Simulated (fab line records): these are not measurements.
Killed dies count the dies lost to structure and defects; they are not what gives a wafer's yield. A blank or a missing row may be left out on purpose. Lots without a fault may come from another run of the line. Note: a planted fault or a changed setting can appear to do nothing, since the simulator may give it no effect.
Which tool was responsible? -- flow nandHarc -- 12 lots with 36 wafers sampled at 6 steps, on a route of 1302 steps

## WHAT THE GAUGES READ, wafer by wafer
NHARC_P_GATE_INSPECT_68.
lot,measured,on,rawDefectCount
L998,day 6 10:16,defectInspect-02,234 270 154
L103,day 8 22:38,defectInspect-02,280 248 336
L107,day 10 05:22,defectInspect-01,211 1554 223
L110,day 11 23:57,defectInspect-02,125 122 79
L111,day 12 00:59,defectInspect-02,203 316 406
L113,day 13 01:32,defectInspect-01,203 162 107
L114,day 13 03:18,defectInspect-02,324 114 155
L115,day 13 18:49,defectInspect-01,221 256 320
L116,day 14 06:55,defectInspect-01,163 252 164
L117,day 14 12:52,defectInspect-02,168 122 179
L118,day 15 00:11,defectInspect-01,154 161 334
L119,day 15 11:07,defectInspect-02,192 140 169

NHARC_P_CONTACT_CD_MEAS_12: the cd target is 90 nm.
lot,measured,on,cdNm (nm)
L998,day 6 11:53,cdSem-01,89.7 89.4 89.0
L103,day 9 00:15,cdSem-02,89.9 89.9 90.0
L107,day 10 07:00,cdSem-02,90.0 90.3 89.8
L110,day 12 01:33,cdSem-03,89.6 90.1 91.3
L111,day 12 02:35,cdSem-03,90.5 90.1 89.8
L113,day 13 03:10,cdSem-02,88.3 88.0 87.4
L114,day 13 04:54,cdSem-03,89.0 89.1 88.8
L115,day 13 20:27,cdSem-01,89.6 90.1 89.6
L116,day 14 08:33,cdSem-02,89.4 89.4 90.8
L117,day 14 14:35,cdSem-02,89.7 90.5 89.9
L118,day 15 01:49,cdSem-03,89.7 89.3 89.7
L119,day 15 12:43,cdSem-02,90.3 89.8 90.1

NHARC_END_SORT_01.
lot,measured,on,killedAtArray,killedAtOther,killedAtPeriphery,killedDies,killedOpen,killedShort
L107,day 29 08:04,prober-01,57 63 52,0 1 1,1 89 6,58 153 59,2 0 5,0 1 1

## TOOL THAT RAN EACH LOT (tool first, then ch and the chambers of the sampled wafers, then the start)
lot,NHARC_P_GATE_ALD_36,NHARC_P_GATE_STRIP_111,NHARC_P_GATE_DESCUM_93
L998,"aldSin-02 ch 0,1,3, day 5 18:25","plasmaAsher-01 ch 0, day 6 04:14","rieDiel-06 ch 0,2,3, day 6 07:13"
L103,"aldSin-03 ch 0,2, day 8 05:28","plasmaAsher-02 ch 0,1, day 8 16:37","rieDiel-12 ch 0,2, day 8 19:35"
L107,"aldSin-02 ch 2,3, day 9 12:49","plasmaAsher-01 ch 0,1, day 9 23:43","rieDiel-01 ch 0,1,2, day 10 02:29"
L110,"aldSin-04 ch 0,2, day 11 06:43","plasmaAsher-01 ch 0,1, day 11 18:06","rieDiel-06 ch 0,2,3, day 11 21:00"
L111,"aldSin-03 ch 0,3, day 11 07:19","plasmaAsher-02 ch 0,1, day 11 18:53","rieDiel-01 ch 0,1,2, day 11 22:00"
L113,"aldSin-04 ch 0,2,3, day 12 09:12","plasmaAsher-02 ch 0,1, day 12 19:38","rieDiel-06 ch 1,2, day 12 22:35"
L114,"aldSin-03 ch 1,2,3, day 12 10:09","plasmaAsher-01 ch 0,1, day 12 21:18","rieDiel-06 ch 0,1,3, day 13 00:25"
L115,"aldSin-02 ch 0,1, day 13 01:42","plasmaAsher-01 ch 0,1, day 13 13:03","rieDiel-06 ch 0,1, day 13 15:55"
L116,"aldSin-04 ch 0,1,3, day 13 16:22","plasmaAsher-02 ch 0,1, day 14 01:13","rieDiel-01 ch 2,3, day 14 04:00"
L117,"aldSin-03 ch 1,2,3, day 13 20:54","plasmaAsher-01 ch 0,1, day 14 06:50","rieDiel-01 ch 0,2,3, day 14 09:57"
L118,"aldSin-02 ch 1,2,3, day 14 05:48","plasmaAsher-01 ch 0,1, day 14 15:55","rieDiel-06 ch 1,2,3, day 14 19:22"
L119,"aldSin-04 ch 0,1,3, day 14 19:14","plasmaAsher-01 ch 0,1, day 15 05:08","rieDiel-01 ch 0,2,3, day 15 08:13"
- NHARC_P_GATE_ALD_36: deposits SiNx, target thk 20 nm, pulse time 60 s, ald cycles 223.
- NHARC_P_GATE_STRIP_111: strips in N2/H2, time 250 s.
- NHARC_P_GATE_DESCUM_93: chemistry O2, time 3 s.

## AS READ BY THE TOOLS THEMSELVES (means over the sampled wafers that have a number; for cases with no such wafer, the mark the record gives instead)
NHARC_P_GATE_ALD_36.
lot,tool,heaterPowerW (W),precursorPulseHeightRel
L998,aldSin-02,867,1.004
L103,aldSin-03,681,0.996
L107,aldSin-02,785,1.006
L110,aldSin-04,837,1.020
L111,aldSin-03,676,0.989
L113,aldSin-04,816,1.003
L114,aldSin-03,766,0.988
L115,aldSin-02,822,1.005
L116,aldSin-04,823,0.975
L117,aldSin-03,780,0.997
L118,aldSin-02,826,0.999
L119,aldSin-04,830,1.000

NHARC_P_GATE_STRIP_111.
lot,tool,drypumpMotorCurrentA (A),heaterPowerW (W)
L998,plasmaAsher-01,5.1,82
L103,plasmaAsher-02,6.1,86
L107,plasmaAsher-01,5.1,87
L110,plasmaAsher-01,5.2,92
L111,plasmaAsher-02,6.1,87
L113,plasmaAsher-02,6.1,87
L114,plasmaAsher-01,5.2,93
L115,plasmaAsher-01,5.2,92
L116,plasmaAsher-02,6.1,87
L117,plasmaAsher-01,5.3,92
L118,plasmaAsher-01,5.2,92
L119,plasmaAsher-01,5.3,91

NHARC_P_GATE_DESCUM_93.
lot,tool,drypumpMotorCurrentA (A),oesProductAu (a.u.),rfVppV (V),showerheadPlenumPTorr (Torr),throttleValvePct (%)
L998,rieDiel-06,5.8,1.003,56.9,1.81,11.318
L103,rieDiel-12,6.1,1.004,57.6,1.97,11.313
L107,rieDiel-01,6.1,0.999,57.3,1.80,11.309
L110,rieDiel-06,5.7,0.992,58.0,1.81,11.316
L111,rieDiel-01,6.1,1.002,56.5,1.80,11.321
L113,rieDiel-06,5.8,0.992,57.4,1.80,11.304
L114,rieDiel-06,5.7,1.004,56.3,1.80,11.309
L115,rieDiel-06,5.8,0.999,56.9,1.79,11.312
L116,rieDiel-01,5.8,0.999,57.5,1.86,11.303
L117,rieDiel-01,5.8,0.990,56.9,1.88,11.308
L118,rieDiel-06,5.7,0.992,56.6,1.80,11.323
L119,rieDiel-01,5.7,0.999,57.2,1.88,11.314

## THE ANSWER, worked out from the rows above alone
Rule: the usual values come from the lots themselves. The widest of any qualifying gaps counts: lots, ordered by their means at a reading, are off when they make up no more than a third of the lots, leave a main group of 4 or more, and stand apart from it by 3 or more times the standard deviation of that group's means. Not used: any main group whose means are identical at the precision the tables above print for the reading. Also off: a lot with no number at a reading for which 4 or more lots have one. Where the step has rows for the other lots, those lots are counted as sound. First the gauges in route order, then the tools' own readings, where a lot's mean is used as printed above. The first step at which some lot is off is used, and at that step the reading that is off furthest; a lot without a number counts as furthest.
Off: L107, at NHARC_P_GATE_INSPECT_68 (rawDefectCount). The main group: mean 207, standard deviation 58.
A tool fits if, at a process step before that reading, it ran every lot that is off, and no sound lot after the first of them. The gauges at NHARC_P_GATE_INSPECT_68 aren't tried: what is off there is off at NHARC_P_GATE_DESCUM_93 too, on other tools, and a gauge's error can't cause that. No candidate that was tried fits.

## WHAT WAS PUT IN BY THE SIMULATOR
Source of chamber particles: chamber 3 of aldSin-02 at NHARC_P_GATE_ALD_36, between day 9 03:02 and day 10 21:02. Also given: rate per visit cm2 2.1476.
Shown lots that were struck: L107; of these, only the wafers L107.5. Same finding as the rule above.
